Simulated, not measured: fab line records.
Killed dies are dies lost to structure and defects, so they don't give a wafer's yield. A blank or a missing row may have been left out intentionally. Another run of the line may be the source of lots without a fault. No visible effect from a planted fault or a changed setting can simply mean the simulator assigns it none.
Comparing a struck lot with a sound one -- flow nand_harc -- 15 out of 1159 route steps
Sound: the wafers L818.4, L818.5, L818.6. Struck: wafers L827.2, L827.4, L827.5. The cause is named last.
Each step with rows lists, per side, the tool, then ch with its chambers, then its first start. Under that, the readings that differ: sound wafers -- struck wafers -- difference of the means -- sigmas: that difference in standard deviations of wafers without a fault.
alike: readings whose means differ by less than 2 such deviations, and words and numbers that are the same on both sides. not compared: withheld readings, readings that some wafer has no value for, bounds like >300 that may hide the same value, and numbers for which the record gives no deviation and whose values overlap.
Wherever a step has rows on one side only, a row that says differs or no value, or a row with sigmas, the two part there. When numbers do not overlap yet have no deviation, they are printed without sigmas and do not part them. A reading missing from all wafers of one side parts the sides only when that side holds two or more wafers.

first, 1 step without rows for these wafers: NHARC_A_CONTACT_DEVELOP_68 (develop time 35 s).
NHARC_A_CONTACT_CD_MEAS_69 targets a cd of 200 nm.
  sound on cd_sem-03 ch 0, day 18 01:30; struck on cd_sem-02 ch 0, day 20 08:13
  alike: cd_nm
NHARC_A_CONTACT_OVL_MEAS_70:
  sound on overlay-01 at day 18 01:35; struck on overlay-02 at day 20 08:19
  alike: overlay_x_nm, overlay_y_nm
NHARC_A_CONTACT_INSPECT_71:
  sound on defect_inspect-01 at day 18 01:37; struck on defect_inspect-02 at day 20 08:20
  alike: raw_defect_count
NHARC_A_CONTACT_DESCUM_74: chemistry O2, time 3 s.
  sound on rie_diel-02 ch 0,1,3, day 18 01:42; struck on rie_diel-02 ch 0,3, day 20 08:24
  alike: drypump_motor_current_A, oes_product_au, rf_vpp_V, showerhead_plenum_p_Torr, throttle_valve_pct
  not compared: rf_hours_counter_h
NHARC_A_CONTACT_ETCH_75: etches the open film in CF4, target depth 39 nm, time 65 s.
  sound on rie_diel-02 ch 0,3, day 18 01:46; struck on rie_diel-02 ch 0,1,2, day 20 08:29
  alike: bias_w, cf4_flow_sccm, drypump_motor_current_A, oes_product_au, rf_fwd_power_W, rf_vpp_V, showerhead_plenum_p_Torr, throttle_valve_pct
  not compared: rf_hours_counter_h
NHARC_A_CONTACT_ETCH_76: etches the open film in N2/H2, target depth 260 nm, time 475.3 s.
  sound on rie_diel-02 ch 0,3; struck on rie_diel-02 ch 1,3
  alike: bias_w, chamber_pressure_mTorr, drypump_motor_current_A, h2_flow_sccm, oes_product_au, rf_fwd_power_W, rf_vpp_V, showerhead_plenum_p_Torr, throttle_valve_pct
  not compared: rf_hours_counter_h
then, 3 steps without rows for these wafers: NHARC_A_CONTACT_ETCH_77 (etches the open film in CF4/CHF3, target depth 72.6 nm, time 36.3 s); NHARC_A_CONTACT_ETCH_78 (etches the open film in O2/COS, target depth 2800 nm, time 728 s); NHARC_A_CONTACT_ETCH_124 (etches the open film in C4F8/O2/Ar, time 140 s, target depth 700 nm).
NHARC_A_CONTACT_ETCH_125: etches the open film in C4F8/O2/Ar, time 155 s, target depth 956 nm.
  sound on har_cap_etch-02 ch 0,1, day 18 03:32; struck on har_cap_etch-01 ch 0,1, day 20 09:50
  alike: chamber_pressure_mTorr, oes_air_line_au
  not compared: rf_hours_counter_h
NHARC_A_CONTACT_ETCH_126: etches the open film in C4F8/O2/Ar, time 155 s, target depth 956 nm.
  sound on har_cap_etch-02 ch 0,1, day 18 03:40; struck on har_cap_etch-01 ch 0,1, day 20 09:59
  alike: chamber_pressure_mTorr, oes_air_line_au
  not compared: rf_hours_counter_h
NHARC_A_CONTACT_ETCH_127: etches the open film in C4F8/O2/Ar, time 155 s, target depth 956 nm.
  sound on har_cap_etch-02 ch 0,1, day 18 03:49; struck on har_cap_etch-01 ch 0,1, day 20 10:08
  no value came back on the struck wafers for chamber_pressure_mTorr (mTorr), oes_air_line_au (a.u.); on the sound wafers chamber_pressure_mTorr (mTorr) reads 20.012 20.029 20.009
  not compared: rf_hours_counter_h
then, 1 step without rows for these wafers: NHARC_A_CONTACT_ETCH_128 (etches the open film in C4F8/O2/Ar, time 155 s, target depth 956 nm).
-- record jumps: 3 days between struck wafers' starts before vs after; left off in module A_CONTACT, resumes in module END, first step shown is number 1159 of the route --
NHARC_END_SORT_01:
  at this point the record logs the struck wafers (prober-01 ch 0, day 22 23:54) and has no rows for the sound ones

== WHERE THEY PART ==
Last at NHARC_END_SORT_01 as far as this record goes, first at NHARC_A_CONTACT_ETCH_127.

WHY: the cause the simulator had injected
Entire step skipped (har_cap_etch-01, NHARC_A_CONTACT_ETCH_127), from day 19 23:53 onward. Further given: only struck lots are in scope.
